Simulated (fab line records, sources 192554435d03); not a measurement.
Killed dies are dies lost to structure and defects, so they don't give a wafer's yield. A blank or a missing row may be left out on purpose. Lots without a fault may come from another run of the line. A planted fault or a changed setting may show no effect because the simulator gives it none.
fab line records | flow n5_finfet
record lots=7 wafers=39
route steps=1938 shown BEOL_M8@1377
start_h: hours from the record's first day to the start of the lot's first wafer shown | wait_h: hours since the lot's step before | " the same as in the row above | L1.1+2: a row that stands for several wafers | - no value, or no start given | * or withheld: withheld | < > ~ a bound
route shown NAME@n: a module of which the file shows steps, and the number in the route of the first | usual: mean/standard deviation of fault-free wafers | same: alike in all rows | chamber/n: place in a boat | sites: the reading at each site | _std_site: their standard deviation | _edge_site: outer sites' mean less inner sites' | radius_mm: how far each site lies from the wafer's centre | mask NAME#n: copy n | behind: the tool/chamber that last shaped the wafer | hold: why the lot was held/for how many hours/how that ended | device: the transistor (n, p or np) that didn't switch | end of line: the same wafers' tests at the end of the route | a step without rows: its recipe alone | killed: dies lost to structure and defects at the first sort, not the wafer's yield | map: a wafer's dies, x killed, . not, _ none there
set.NAME: the setting as run; set.NAME@STEP: as run at that earlier step | model.NAME: the simulator's own value behind a step, which no gauge read
lots whose settings were changed on purpose; a table a step, a row a wafer
## steps
# step N5_BEOL_M8_TRENCH_ETCH_37
# recipe chemistry=C4F6/O2 target_depth_a=934.78 target=SiCOH_lowk time_s=31.2 ion_energy_ev=250 pressure_mtorr=30 source_w=345 bias_w=185 Ar_flow_sccm=300 C4F6_flow_sccm=10 O2_flow_sccm=10
# columns lot.wafer tool chamber start_h wait_h set.target_depth_a model.etch.depth_nm model.BEOL_M8.feature_depth_nm model.TiN_of_BEOL_M8_HM_DEP_02.thk_nm
L075.1 rie_diel-02 3 - - 1334 136.2 136.2 16.4
L075.2 " 0 " " 934.78 92.31 92.4 17.6
L075.3 " 1 " " 934.78 95.2 95.2 17.2
L075.4 " 2 " " 934.78 94.25 94.2 17
L075.5 " 2 " " 1334 133.6 133.6 16.2
L075.6 " 1 " " 1334 135.6 135.6 16
L076.2 rie_diel-03 0 - - 934.78 94.51 94.6 17.2
L076.5 " 0 " " 934.78 94.77 94.8 17.2
L076.6 " 3 " " 934.78 90.24 90.2 17.6
L085.1 rie_diel-03 2 - - 934.78 94.69 94.6 17
L085.2 " 0 " " 934.78 95.35 95.4 17
L085.3 " 3 " " 934.78 91.11 91.2 17.8
L085.4 " 1 " " 583.9 57.47 57.4 18.4
L085.5 " 3 " " 583.9 57.13 57.2 18.6
L085.6 " 2 " " 583.9 59.12 59.2 18.2
L086.1 rie_diel-04 2 - - 1171 120 120 16.4
L086.2 " 1 " " 1171 116.2 116.2 17
L086.3 " 0 " " 934.78 95.89 95.8 17.4
L086.4 " 3 " " 934.78 92.55 92.6 17.4
L086.5 " 2 " " 934.78 94.77 94.8 17.2
L086.6 " 1 " " 1171 116.2 116.2 16.6
L089.1 rie_diel-04 2 - - 1333 135.6 135.6 16
L089.2 " 1 " " 934.78 93.59 93.6 17.2
L089.3 " 0 " " 1333 136.9 137 16
L089.4 " 3 " " 934.78 92.42 92.4 17.4
L089.5 " 1 " " 934.78 93.44 93.4 17.2
L089.6 " 2 " " 1333 136.5 136.4 16.2
L090.1 rie_diel-04 3 - - 500.9 49.48 49.4 18.2
L090.2 " 1 " " 934.78 92.76 92.8 17.2
L090.3 " 2 " " 500.9 51.46 51.4 18.4
L090.4 " 0 " " 934.78 96.02 96 17
L090.5 " 0 " " 934.78 96.03 96 17
L090.6 " 1 " " 500.9 50.1 50 18.4
L096.1 rie_diel-03 2 - - 1316 131.4 131.4 16
L096.2 " 0 " " 1316 133.2 133.2 16
L096.3 " 3 " " 1316 127.8 127.8 16.2
L096.4 " 1 " " 934.78 92.11 92.2 17.2
L096.5 " 2 " " 934.78 93.37 93.4 17.2
L096.6 " 1 " " 934.78 91.82 91.8 17
# step N5_BEOL_M8_ETCH_41
# recipe chemistry=CH3F/O2 target=SiCN target_depth_a=319 taper_deg=2 time_s=57.8 ion_energy_ev=120 mask_material=TiN pressure_mtorr=30 source_w=395 bias_w=75 Ar_flow_sccm=150 CH3F_flow_sccm=30 O2_flow_sccm=20
# step N5_BEOL_M8_STRIP_80
# recipe chemistry=N2/H2 time_s=10 power_w=450 temp_c=40 pressure_mtorr=20 rf_frequency_hz=6e+07 bias_power_w=7 n2_flow_sccm=200 h2_flow_sccm=200
# step N5_BEOL_M8_OCD_MEAS_38
# usual trench_depth_nm=93.9/1.7
# columns lot.wafer tool chamber start_h wait_h set.target_depth_a@BEOL_M8_TRENCH_ETCH_37 trench_depth_nm
L075.1 ocd-02 - 205.30 - 1334 136.4
L075.2 " - " " 934.78 92.3
L075.3 " - " " 934.78 95.1
L075.4 " - " " 934.78 94.4
L075.5 " - " " 1334 133.3
L075.6 " - " " 1334 135.9
L076.2 ocd-02 - 213.39 - 934.78 94.8
L076.5 " - " " 934.78 94.8
L076.6 " - " " 934.78 89.8
L085.1 ocd-02 - 278.75 - 934.78 94.8
L085.2 " - " " 934.78 95.0
L085.3 " - " " 934.78 91.0
L085.4 " - " " 583.9 57.4
L085.5 " - " " 583.9 57.2
L085.6 " - " " 583.9 59.4
L086.1 ocd-02 - 278.79 - 1171 120.3
L086.2 " - " " 1171 116.2
L086.3 " - " " 934.78 95.8
L086.4 " - " " 934.78 92.2
L086.5 " - " " 934.78 94.5
L086.6 " - " " 1171 116.3
L089.1 ocd-01 - 294.08 - 1333 135.5
L089.2 " - " " 934.78 93.7
L089.3 " - " " 1333 136.7
L089.4 " - " " 934.78 91.9
L089.5 " - " " 934.78 93.3
L089.6 " - " " 1333 136.4
L090.1 ocd-01 - 299.80 - 500.9 49.6
L090.2 " - " " 934.78 93.0
L090.3 " - " " 500.9 51.1
L090.4 " - " " 934.78 96.1
L090.5 " - " " 934.78 96.2
L090.6 " - " " 500.9 50.2
L096.1 ocd-01 - 335.16 - 1316 130.8
L096.2 " - " " 1316 133.2
L096.3 " - " " 1316 127.7
L096.4 " - " " 934.78 92.1
L096.5 " - " " 934.78 93.2
L096.6 " - " " 934.78 91.5
# step N5_BEOL_M8_HM_STRIP_39
# recipe chemistry=peroxide_tin_strip material=TiN target_depth_a=250 temp_c=50 time_s=158
# step N5_BEOL_M8_SRD_40
# recipe time_s=30 temp_c=23 rinse_liquid=diw dry=ipa_marangoni
# step N5_BEOL_M8_ECD_50
# recipe material=Cu target_thk_a=3000
# step N5_BEOL_M8_ANNEAL_51
# recipe temp_c=225 time_s=90 ambient=N2
# step N5_BEOL_M8_CMP_52
# recipe stop_on=SiCOH_lowk t_overpolish_s=6.9 down_force_psi=1 platen_rpm=50 clearing_platen_down_force_psi=1.5 clearing_platen_rpm=50 post_cmp_clean=cu_alkaline target_thk_nm=80 clearing_platen_pad_velocity_m_s=0.99484 pad_velocity_m_s=0.99484
# columns lot.wafer tool chamber start_h wait_h set.target_depth_a@BEOL_M8_TRENCH_ETCH_37 model.Cu_of_BEOL_M8_ECD_50.thk_nm
L075.1 cmp-03 1 207.46 0.3 1334 120.4
L075.4 " 2 " " 934.78 80.4
L075.2 " 3 " " 934.78 79.2
L075.3 " 0 " " 934.78 81.4
L075.6 " 1 " " 1334 120
L075.5 " 2 " " 1334 119
L076.2 cmp-02 0 218.19 0.3 934.78 80.6
L076.6 " 0 " " 934.78 77.2
L076.5 " 1 " " 934.78 81
L085.3 cmp-01 3 280.99 0.2 934.78 76.4
L085.4 " 0 " " 583.9 44
L085.2 " 1 " " 934.78 82
L085.1 " 2 " " 934.78 81.6
L085.6 " 3 " " 583.9 44.8
L085.5 " 0 " " 583.9 42.8
L086.1 cmp-03 2 281.03 0.3 1171 106
L086.2 " 3 " " 1171 103.4
L086.3 " 0 " " 934.78 82
L086.4 " 1 " " 934.78 77.6
L086.6 " 2 " " 1171 100.4
L086.5 " 3 " " 934.78 81.8
L089.2 cmp-02 0 296.54 0.2 934.78 78.2
L089.4 " 1 " " 934.78 78.8
L089.1 " 2 " " 1333 123.2
L089.3 " 3 " " 1333 122
L089.6 " 0 " " 1333 121.8
L089.5 " 1 " " 934.78 79.8
L090.4 cmp-02 2 302.06 0.1 934.78 83.4
L090.3 " 3 " " 500.9 37.4
L090.1 " 0 " " 500.9 35.4
L090.2 " 1 " " 934.78 79.6
L090.6 " 2 " " 500.9 39
L090.5 " 3 " " 934.78 82.6
L096.2 cmp-01 0 338.64 0.2 1316 121.4
L096.1 " 1 " " 1316 120
L096.3 " 2 " " 1316 117.2
L096.4 " 3 " " 934.78 80.4
L096.5 " 0 " " 934.78 81.4
L096.6 " 1 " " 934.78 80.2
# step N5_BEOL_M8_THK_MEAS_53
# recipe thk_meas_gauge=xrf reads=Cu_of_BEOL_M8_ECD_50
# usual M8_THK=78.6/1.9
# columns lot.wafer tool chamber start_h wait_h set.target_depth_a@BEOL_M8_TRENCH_ETCH_37 M8_THK[nm]
L075.1 film_metro-01 - 207.75 - 1334 117.8
L075.2 " - " " 934.78 77.7
L075.3 " - " " 934.78 79.7
L075.4 " - " " 934.78 78.9
L075.5 " - " " 1334 117.0
L075.6 " - " " 1334 117.5
L076.2 film_metro-01 - 218.48 - 934.78 78.7
L076.5 " - " " 934.78 79.2
L076.6 " - " " 934.78 75.4
L085.1 film_metro-01 - 281.29 - 934.78 80.8
L085.2 " - " " 934.78 81.2
L085.3 " - " " 934.78 75.5
L085.4 " - " " 583.9 43.7
L085.5 " - " " 583.9 42.2
L085.6 " - " " 583.9 44.3
L086.1 film_metro-02 - 281.32 - 1171 104.0
L086.2 " - " " 1171 101.7
L086.3 " - " " 934.78 81.1
L086.4 " - " " 934.78 76.1
L086.5 " - " " 934.78 80.4
L086.6 " - " " 1171 99.2
L089.1 film_metro-01 - 296.83 - 1333 121.1
L089.2 " - " " 934.78 77.1
L089.3 " - " " 1333 120.1
L089.4 " - " " 934.78 77.6
L089.5 " - " " 934.78 78.6
L089.6 " - " " 1333 119.8
L090.1 film_metro-01 - 302.35 - 500.9 34.9
L090.2 " - " " 934.78 78.7
L090.3 " - " " 500.9 36.9
L090.4 " - " " 934.78 82.2
L090.5 " - " " 934.78 81.4
L090.6 " - " " 500.9 38.5
L096.1 film_metro-02 - 338.94 - 1316 116.7
L096.2 " - " " 1316 119.5
L096.3 " - " " 1316 114.3
L096.4 " - " " 934.78 78.6
L096.5 " - " " 934.78 79.6
L096.6 " - " " 934.78 78.9
# step N5_BEOL_M8_PRE_CLEAN_55
# recipe gas=NH3 time_s=15 temp_c=withheld rf_power_w=300
# step N5_BEOL_M8_DEP_56
# recipe material=SiCN target_thk_a=100 temp_c=withheld precursor=3MS/NH3 pressure_torr=3 rf_w=202 time_s=17.5
# step N5_BEOL_M8_RS_MEAS_57
# recipe thk_meas_gauge=four-point-probe reads=Cu_of_BEOL_M8_ECD_50+Co_of_BEOL_M8_CVD_78+TaN_of_BEOL_M8_ALD_77
# usual M8_RS=0.286/0.0081
# columns lot.wafer tool chamber start_h wait_h set.target_depth_a@BEOL_M8_TRENCH_ETCH_37 M8_RS[ohm/sq]
L075.1 film_metro-02 - 207.88 0.1 1334 0.179
L075.2 " - " " 934.78 0.289
L075.3 " - " " 934.78 0.280
L075.4 " - " " 934.78 0.285
L075.5 " - " " 1334 0.181
L075.6 " - " " 1334 0.180
L076.2 film_metro-02 - 218.64 0.1 934.78 0.283
L076.5 " - " " 934.78 0.281
L076.6 " - " " 934.78 0.299
L085.1 film_metro-01 - 281.42 0.1 934.78 0.280
L085.2 " - " " 934.78 0.279
L085.3 " - " " 934.78 0.303
L085.4 " - " " 583.9 0.597
L085.5 " - " " 583.9 0.618
L085.6 " - " " 583.9 0.582
L086.1 film_metro-02 - 281.45 0.1 1171 0.206
L086.2 " - " " 1171 0.212
L086.3 " - " " 934.78 0.278
L086.4 " - " " 934.78 0.297
L086.5 " - " " 934.78 0.278
L086.6 " - " " 1171 0.219
L089.1 film_metro-02 - 296.96 0.1 1333 0.175
L089.2 " - " " 934.78 0.293
L089.3 " - " " 1333 0.176
L089.4 " - " " 934.78 0.290
L089.5 " - " " 934.78 0.287
L089.6 " - " " 1333 0.176
L090.1 film_metro-01 - 302.48 0.1 500.9 0.794
L090.2 " - " " 934.78 0.288
L090.3 " - " " 500.9 0.735
L090.4 " - " " 934.78 0.273
L090.5 " - " " 934.78 0.277
L090.6 " - " " 500.9 0.694
L096.1 film_metro-02 - 339.07 0.1 1316 0.180
L096.2 " - " " 1316 0.177
L096.3 " - " " 1316 0.185
L096.4 " - " " 934.78 0.284
L096.5 " - " " 934.78 0.281
L096.6 " - " " 934.78 0.285
## key
split step=N5_BEOL_M8_TRENCH_ETCH_37 setting=target_depth_a stated=934.78 by=wafer
response step=N5_BEOL_M8_TRENCH_ETCH_37 reading=model.etch.depth_nm change=+0.964 per=1% r=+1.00
response step=N5_BEOL_M8_TRENCH_ETCH_37 reading=model.BEOL_M8.feature_depth_nm change=+0.964 per=1% r=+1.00
response step=N5_BEOL_M8_TRENCH_ETCH_37 reading=model.TiN_of_BEOL_M8_HM_DEP_02.thk_nm change=-0.0272 per=1% r=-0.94
response step=N5_BEOL_M8_OCD_MEAS_38 reading=trench_depth_nm change=+0.965 per=1% r=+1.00
response step=N5_BEOL_M8_CMP_52 reading=model.Cu_of_BEOL_M8_ECD_50.thk_nm change=+0.96 per=1% r=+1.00
response step=N5_BEOL_M8_THK_MEAS_53 reading=M8_THK change=+0.942 per=1% r=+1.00
response step=N5_BEOL_M8_RS_MEAS_57 reading=M8_RS shape=bent at_lowest=0.741 at_stated=0.285 at_highest=0.180
